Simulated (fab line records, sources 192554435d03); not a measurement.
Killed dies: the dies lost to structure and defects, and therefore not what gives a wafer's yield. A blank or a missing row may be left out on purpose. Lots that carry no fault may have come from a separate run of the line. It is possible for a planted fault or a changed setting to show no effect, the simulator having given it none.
fab line records | flow n5_finfet
[record] lots = 12 | wafers = 35 | last_day = 18
route steps=1938 shown HKMG_FIN@449 TV_LITHO@1886 PASSIVATION@1925
lots that met no fault: from a run of the same line without faults
start_h: start of the lot's first displayed wafer, in hours after the record's first day | wait_h: hours elapsed since this lot's preceding step | " the same as in the row above | L1.1+2: a row that stands for several wafers | - no value, or no start was given | * or withheld: withheld | < > ~ a bound
route shown NAME@n: NAME is a module with steps in the file, n the number in the route of the first one | usual: average and standard deviation across the fault-free wafers | same: alike in all rows | chamber/n: place in a boat | sites: per-site readings | _std_site: their standard deviation | _edge_site: the outer-site mean with the inner-site mean subtracted | radius_mm: how far each site lies from the wafer's centre | mask NAME#n: copy n | behind: the most recent tool/chamber to have shaped the wafer | hold: what put the lot on hold/how long, in hours/how the hold closed | device: the transistor (n, p or np) that didn't switch | end of line: the route-end tests of the same wafers | a step without rows: its recipe alone | killed: dies that structure and defects cost at the first sort, which is not the same as the wafer's yield | map: a wafer's dies, x killed, . not, _ none there
set.NAME: the setting the step ran with; set.NAME@STEP: the setting that earlier step ran with | model.NAME: the simulator's own value behind a step, which no gauge read
a sample of lots followed through the steps of the route, with each step as a table and each wafer as a row
services: when a tool's chamber went out of use (start_h, in hours from the record's first day, below 0 if earlier), for how many hours, and the reason
[[steps]]
[step N5_HKMG_FIN_ALD_71]
[recipe] material = TiN | target_thk_a = 10 | temp_c = 400 | ald_precursor_family = TiCl4 | ald_co_reactant = NH3 | pulse_time_s = 1 | purge_time_s = 3 | co_reactant_purge_time_s = 2 | co_reactant_pulse_time_s = 2 | ald_cycles = 47 | pressure_torr = 3
[usual] heater_power_w = 884/47 | precursor_pulse_height_rel = 1.003/0.021
[same] co_reactant_purge_time_s = 2
lot.wafer | tool         | chamber | start_h | wait_h | heater_power_w | precursor_pulse_height_rel
L102.1    | ald_metal-01 | 2       | 78.87   | 0.0    | 904            | 0.999
L102.2    | "            | 1       | "       | "      | 861            | 1.011
L102.3    | "            | 3       | "       | "      | 843            | 1.053
L104.1    | ald_metal-03 | 2       | 88.80   | 0.0    | 860            | 1.008
L104.4    | "            | 3       | "       | "      | 773            | 1.035
L104.6    | "            | 2       | "       | "      | 867            | 1.012
L105.2    | ald_metal-02 | 1       | 95.35   | 0.0    | 930            | 1.011
L105.4    | "            | 0       | "       | "      | 900            | 1.052
L105.6    | "            | 0       | "       | "      | 896            | 0.990
L106.1    | ald_metal-01 | 0       | 102.70  | 0.0    | 833            | 1.008
L106.3    | "            | 2       | "       | "      | 929            | 0.989
L106.4    | "            | 3       | "       | "      | 869            | 0.983
L107.2    | ald_metal-03 | 2       | 106.38  | 0.0    | 875            | 0.990
L107.3    | "            | 0       | "       | "      | 951            | 0.993
L107.6    | "            | 1       | "       | "      | 910            | 1.015
L111.4    | ald_metal-01 | 1       | 131.91  | 0.0    | 854            | 0.995
L111.6    | "            | 2       | "       | "      | 934            | 1.013
L113.1    | ald_metal-03 | 3       | 143.85  | 0.0    | 790            | 0.981
L113.3    | "            | 0       | "       | "      | 938            | 1.005
L113.5    | "            | 3       | "       | "      | 774            | 1.052
L118.1    | ald_metal-03 | 3       | 172.14  | 0.0    | 801            | 0.995
L118.5    | "            | 1       | "       | "      | 923            | 0.980
L118.6    | "            | 2       | "       | "      | 892            | 0.991
L120.1    | ald_metal-02 | 0       | 186.00  | 0.0    | 902            | 0.978
L120.3    | "            | 1       | "       | "      | 943            | 1.034
L120.4    | "            | 3       | "       | "      | 811            | 1.017
L121.2    | ald_metal-01 | 1       | 193.25  | 0.0    | 826            | 0.989
L121.4    | "            | 3       | "       | "      | 864            | 0.988
L121.5    | "            | 0       | "       | "      | 820            | 1.036
L122.2    | ald_metal-01 | 2       | 199.37  | 0.0    | 927            | 0.984
L122.4    | "            | 3       | "       | "      | 858            | 0.986
L122.6    | "            | 0       | "       | "      | 822            | 1.000
L124.1    | ald_metal-01 | 0       | 211.15  | 0.0    | 837            | 1.000
L124.5    | "            | 1       | "       | "      | 852            | 0.994
L124.6    | "            | 2       | "       | "      | 917            | 1.026
[step N5_PASSIVATION_DESCUM_12]
[recipe] chemistry = O2 | time_s = 7.9 | source_power_w = 50 | bias_power_w = 20 | pressure_mtorr = 20 | rf_frequency_hz = 2.712e+07 | temp_c = 40 | o2_flow_sccm = 225
[usual] drypump_motor_current_A = 5.4/0.45 | oes_product_au = 0.80/0.076 | rf_vpp_V = 242.8/1.3 | showerhead_plenum_p_Torr = 2.07/0.064 | throttle_valve_pct = 20.5/0.31
[same] time_s = 7.9
lot.wafer | tool        | chamber | start_h | wait_h | drypump_motor_current_A | oes_product_au | rf_hours_counter_h | rf_vpp_V | showerhead_plenum_p_Torr | throttle_valve_pct
L102.1    | rie_diel-05 | 0       | 266.20  | 0.3    | 5.2                     | 0.75           | 147                | 239.9    | 2.01                     | 20.7
L102.2    | "           | 1       | "       | "      | 5.8                     | 0.80           | 118                | 245.1    | 2.11                     | 20.5
L102.3    | "           | 3       | "       | "      | 5.6                     | 0.66           | 242                | 244.2    | 2.13                     | 20.4
L104.1    | rie_diel-05 | 1       | 270.06  | 0.6    | 5.8                     | 0.80           | 120                | 243.6    | 2.11                     | 20.5
L104.4    | "           | 3       | "       | "      | 5.7                     | 0.66           | -                  | 244.2    | 2.13                     | 20.4
L104.6    | "           | 1       | "       | "      | 5.8                     | 0.79           | -                  | 244.6    | 2.11                     | 20.5
L105.2    | rie_diel-06 | 2       | 285.82  | 0.0    | 5.6                     | 0.75           | 159                | 241.7    | 1.99                     | 20.7
L105.4    | "           | 3       | "       | "      | 4.8                     | 0.84           | -                  | 242.1    | 2.00                     | 19.9
L105.6    | "           | 1       | "       | "      | 6.3                     | 0.83           | -                  | 245.3    | 2.19                     | 20.2
L106.1    | rie_diel-05 | 0       | 290.95  | 0.0    | 5.1                     | 0.73           | 153                | 240.3    | 2.01                     | 20.7
L106.3    | "           | 3       | "       | "      | 5.7                     | 0.65           | 249                | 242.7    | 2.13                     | 20.4
L106.4    | "           | 1       | "       | "      | 5.8                     | 0.79           | 124                | 242.3    | 2.11                     | 20.5
L107.2    | rie_diel-06 | 0       | 316.69  | 0.1    | 5.0                     | 0.95           | 8                  | 244.3    | 2.09                     | 20.8
L107.3    | "           | 1       | "       | "      | 6.3                     | 0.82           | 70                 | 246.7    | 2.19                     | 20.2
L107.6    | "           | 3       | "       | "      | 4.8                     | 0.82           | -                  | 241.7    | 2.00                     | 20.0
L111.4    | rie_diel-05 | 1       | 325.54  | 0.2    | 5.7                     | 0.77           | 134                | 242.4    | 2.10                     | 20.6
L111.6    | "           | 0       | "       | "      | 5.1                     | 0.73           | -                  | 241.8    | 2.00                     | 20.8
L113.1    | rie_diel-06 | 3       | 341.06  | 0.4    | 4.8                     | 0.81           | 85                 | 241.3    | 1.99                     | 20.0
L113.3    | "           | 2       | "       | "      | 5.6                     | 0.72           | 175                | 240.9    | 1.99                     | 20.7
L113.5    | "           | 2       | "       | "      | 5.6                     | 0.73           | -                  | 242.3    | 1.99                     | 20.8
L118.1    | rie_diel-06 | 1       | 357.32  | 0.0    | 6.3                     | 0.81           | 80                 | 246.2    | 2.19                     | 20.2
L118.5    | "           | 2       | "       | "      | 5.6                     | 0.73           | -                  | 241.4    | 1.99                     | 20.7
L118.6    | "           | 3       | "       | "      | 4.8                     | 0.82           | -                  | 241.7    | 1.99                     | 20.0
L120.1    | rie_diel-06 | 1       | 379.61  | 0.0    | 6.2                     | 0.81           | 87                 | 245.8    | 2.18                     | 20.2
L120.3    | "           | 3       | "       | "      | 4.8                     | 0.81           | 94                 | 242.1    | 1.99                     | 20.0
L120.4    | "           | 0       | "       | "      | 5.0                     | 0.89           | 25                 | 242.5    | 2.09                     | 20.8
L121.2    | rie_diel-04 | 3       | 385.18  | 0.4    | 4.8                     | 0.86           | 64                 | 241.9    | 2.04                     | 20.1
L121.4    | "           | 2       | "       | "      | 5.2                     | 0.81           | 96                 | 243.1    | 2.13                     | 20.6
L121.5    | "           | 2       | "       | "      | 5.2                     | 0.80           | -                  | 243.3    | 2.13                     | 20.6
L122.2    | rie_diel-04 | 2       | 397.39  | 0.0    | 5.2                     | 0.81           | 101                | 243.0    | 2.12                     | 20.6
L122.4    | "           | 2       | "       | "      | 5.2                     | 0.81           | -                  | 243.9    | 2.12                     | 20.6
L122.6    | "           | 3       | "       | "      | 4.8                     | 0.87           | -                  | 241.5    | 2.04                     | 20.1
L124.1    | rie_diel-06 | 3       | 415.03  | 0.0    | 4.8                     | 0.80           | 103                | 241.7    | 1.99                     | 20.0
L124.5    | "           | 1       | "       | "      | 6.3                     | 0.79           | -                  | 244.1    | 2.18                     | 20.2
L124.6    | "           | 0       | "       | "      | 5.0                     | 0.88           | -                  | 242.5    | 2.08                     | 20.8
[step N5_PASSIVATION_CD_MEAS_44]
[recipe] target_cd_nm = 40000 | landing_energy_ev = 500 | detector = se_inlens
[usual] cd_nm = 39997/5.5
lot.wafer | tool      | chamber | start_h | wait_h | cd_nm
L102.1    | cd_sem-03 | 0       | 269.46  | -      | 39998
L102.2    | "         | 0       | "       | "      | 40003
L102.3    | "         | 0       | "       | "      | 40000
L104.1    | cd_sem-03 | 0       | 273.10  | -      | 39992
L104.4    | "         | 0       | "       | "      | 39989
L104.6    | "         | 0       | "       | "      | 39989
L105.2    | cd_sem-01 | 0       | 289.51  | -      | 39990
L105.4    | "         | 0       | "       | "      | 40001
L105.6    | "         | 0       | "       | "      | 39997
L106.1    | cd_sem-01 | 0       | 294.14  | -      | 39984
L106.3    | "         | 0       | "       | "      | 39993
L106.4    | "         | 0       | "       | "      | 39991
L107.2    | cd_sem-02 | 0       | 320.85  | -      | 39996
L107.3    | "         | 0       | "       | "      | 39998
L107.6    | "         | 0       | "       | "      | 40000
L111.4    | cd_sem-01 | 0       | 328.71  | -      | 39996
L111.6    | "         | 0       | "       | "      | 39995
L113.1    | cd_sem-01 | 0       | 344.79  | -      | 39991
L113.3    | "         | 0       | "       | "      | 39993
L113.5    | "         | 0       | "       | "      | 40005
L118.1    | cd_sem-02 | 0       | 362.09  | -      | 40009
L118.5    | "         | 0       | "       | "      | 40006
L118.6    | "         | 0       | "       | "      | 40005
L120.1    | cd_sem-02 | 0       | 383.98  | -      | 40001
L120.3    | "         | 0       | "       | "      | 39996
L120.4    | "         | 0       | "       | "      | 39996
L121.2    | cd_sem-03 | 0       | 388.97  | -      | 39991
L121.4    | "         | 0       | "       | "      | 39992
L121.5    | "         | 0       | "       | "      | 39993
L122.2    | cd_sem-02 | 0       | 400.77  | -      | 39999
L122.4    | "         | 0       | "       | "      | 40004
L122.6    | "         | 0       | "       | "      | 39997
L124.1    | cd_sem-01 | 0       | 418.23  | -      | 40008
L124.5    | "         | 0       | "       | "      | 40003
L124.6    | "         | 0       | "       | "      | 40008
[step N5_PASSIVATION_PROBE_49]
[usual] defect_limited_yield = 91.5/1.5 | killed_at_M0_to_M3 = 33/9.9 | killed_at_M4_up = 14/5.2 | killed_at_contacts = 11/5.2 | killed_at_front_end = 38/10 | killed_at_other = 4/3.5 | killed_dies = 100/18 | killed_open = 66/14 | killed_short = 32/6.9 | sort_bin_5_function = 5.0/1 | sort_bin_6_memory = 3.1/0.69 | sort_bin_8_speed = 0.03/0.26 | sort_n_pass = 1080/18 | sort_yield_pct = 91.5/1.5
[same] gross_dies = 1180 | killed_at_back_side = 0 | sort_bin_4_leakage[%] = 0
lot.wafer | tool      | chamber | start_h | wait_h | defect_limited_yield[%] | killed_at_M0_to_M3 | killed_at_M4_up | killed_at_contacts | killed_at_front_end | killed_at_other | killed_dies | killed_open | killed_short | sort_bin_5_function[%] | sort_bin_6_memory[%] | sort_bin_8_speed[%] | sort_n_pass | sort_yield_pct[%]
L118.1    | prober-01 | -       | 365.22  | 0.0    | 92.5                    | 20                 | 11              | 15                 | 42                  | 1               | 89          | 48          | 40           | 4.5                    | 2.7                  | 0                   | 1091        | 92.5
L118.5    | prober-01 | -       | 365.42  | 0.2    | 81.0                    | 24                 | 8               | 6                  | 182                 | 4               | 224         | 49          | 21           | 10.9                   | 3.8                  | 0                   | 956         | 81.0
L118.6    | prober-01 | -       | 365.47  | 0.3    | 92.6                    | 21                 | 13              | 20                 | 28                  | 5               | 87          | 59          | 26           | 4.2                    | 2.9                  | 0                   | 1093        | 92.6
L120.1    | prober-01 | -       | 387.14  | 0.0    | 92.6                    | 35                 | 17              | 11                 | 20                  | 4               | 87          | 68          | 19           | 4.2                    | 3.1                  | 0                   | 1093        | 92.6
L120.3    | prober-01 | -       | 387.24  | 0.1    | 93.5                    | 18                 | 9               | 9                  | 39                  | 2               | 77          | 47          | 27           | 3.6                    | 2.4                  | 0                   | 1103        | 93.5
L120.4    | prober-01 | -       | 387.29  | 0.2    | 93.6                    | 15                 | 13              | 6                  | 37                  | 4               | 75          | 44          | 27           | 3.6                    | 2.2                  | 0                   | 1105        | 93.6
// killed by level:class
L118.1 MOL_CONTACT_COAG:geometric_particle:open=12 FIN_SAQP:geometric_particle:short=11 STI_FIN_REVEAL:geometric_particle:open=7 GATE_CUT:geometric_particle:short=5 STARTING-WAFER:geometric_particle:open=5 DUMMY_GATE:geometric_particle:open=4 DUMMY_GATE:geometric_particle:short=4 BEOL_M0_SAQP:geometric_particle:open=4
L118.5 HKMG_FIN:unspecified=153 FIN_SAQP:geometric_particle:open=7 BEOL_M4:geometric_particle:open=6 BEOL_M2:geometric_particle:short=6 DUMMY_GATE:geometric_particle:open=5 MOL_CONTACT_COAG:geometric_particle:open=5 BEOL_M3:geometric_particle:open=5 STI_FIN_REVEAL:geometric_particle:open=4
L118.6 MOL_CONTACT_COAG:geometric_particle:open=14 BEOL_M1:geometric_particle:open=6 BEOL_M0_SAQP:geometric_particle:short=5 BEOL_M4:geometric_particle:open=5 STARTING-WAFER:geometric_particle:open=5 FIN_SAQP:geometric_particle:open=4 STI_FIN_REVEAL:geometric_particle:open=4 DUMMY_GATE:geometric_particle:open=4
L120.1 BEOL_M1:geometric_particle:open=17 MOL_CONTACT_COAG:geometric_particle:open=9 BEOL_M4:geometric_particle:open=7 BEOL_M0_SAQP:geometric_particle:open=6 STI_FIN_REVEAL:geometric_particle:open=5 FIN_SAQP:geometric_particle:open=4 BEOL_M0_SAQP:geometric_particle:short=4 BEOL_M3:geometric_particle:open=4
L120.3 FIN_SAQP:geometric_particle:open=8 FIN_SAQP:geometric_particle:short=8 MOL_CONTACT_COAG:geometric_particle:open=7 BEOL_M3:geometric_particle:open=6 BEOL_M4:geometric_particle:open=5 STI_FIN_REVEAL:geometric_particle:open=4 DUMMY_GATE:geometric_particle:open=4 BEOL_M2:geometric_particle:open=4
L120.4 FIN_SAQP:geometric_particle:short=15 BEOL_M2:geometric_particle:open=6 STARTING-WAFER:geometric_particle:open=5 STI_FIN_REVEAL:geometric_particle:open=4 DUMMY_GATE:geometric_particle:open=4 MOL_CONTACT_COAG:geometric_particle:open=4 BEOL_M8:geometric_particle:open=4 FIN_SAQP:geometric_particle:open=3
[[services]]
tool         | chamber | start_h | hours | kind
rie_diel-04  | 1       | 71.14   | 16.1  | repair
ald_metal-02 | -       | 71.89   | 14.6  | pm
rie_diel-06  | 0       | 92.46   | 3.0   | repair
ald_metal-02 | 0       | 97.23   | 4.5   | repair
ald_metal-03 | -       | 120.20  | 6.5   | repair
rie_diel-06  | 3       | 129.28  | 3.8   | repair
ald_metal-03 | -       | 149.39  | 1.4   | repair
rie_diel-06  | 3       | 153.13  | 9.8   | repair
rie_diel-06  | 2       | 156.30  | 7.3   | repair
rie_diel-05  | 3       | 159.35  | 16.8  | repair
rie_diel-05  | 0       | 165.72  | 3.0   | repair
ald_metal-01 | 3       | 193.45  | 5.0   | repair
ald_metal-03 | -       | 194.98  | 6.0   | pm
rie_diel-05  | -       | 199.23  | 2.8   | pm
ald_metal-01 | 2       | 263.55  | 8.6   | repair
ald_metal-01 | -       | 264.98  | 2.8   | pm
rie_diel-05  | 2       | 268.41  | 8.9   | repair
rie_diel-06  | 3       | 296.55  | 2.8   | repair
rie_diel-05  | 1       | 307.24  | 4.8   | repair
ald_metal-03 | 1       | 329.94  | 3.8   | repair
ald_metal-03 | -       | 337.25  | 14.0  | pm
rie_diel-06  | 1       | 338.64  | 6.6   | repair
rie_diel-06  | 0       | 367.43  | 7.2   | repair
rie_diel-06  | 3       | 369.77  | 1.9   | repair
[[key]]
[first_sign] step = N5_PASSIVATION_PROBE_49 | reading = killed_at_front_end | direction = up | sigmas = 14 | usual = 38 | struck = 182
[effect] step = N5_PASSIVATION_PROBE_49 | reading = defect_limited_yield | direction = down | sigmas = 6.9 | usual = 91.5 | struck = 81.0
[more_kills_born_at] N5_HKMG_FIN_ALD_71@ald_metal-03 = 153
met_at N5_HKMG_FIN_ALD_71
struck_lots L118
struck_wafers L118.5
not_acting_at N5_PASSIVATION_DESCUM_12,N5_PASSIVATION_CD_MEAS_44
onset_between 106.38 172.14
[fault] kind = chamber_particle_source | tool = ald_metal-03 | chamber = 1 | onset_h = 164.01 | steps = N5_HKMG_FIN_ALD_71 | rate_per_visit_cm2 = 1.877 | end_h = 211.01
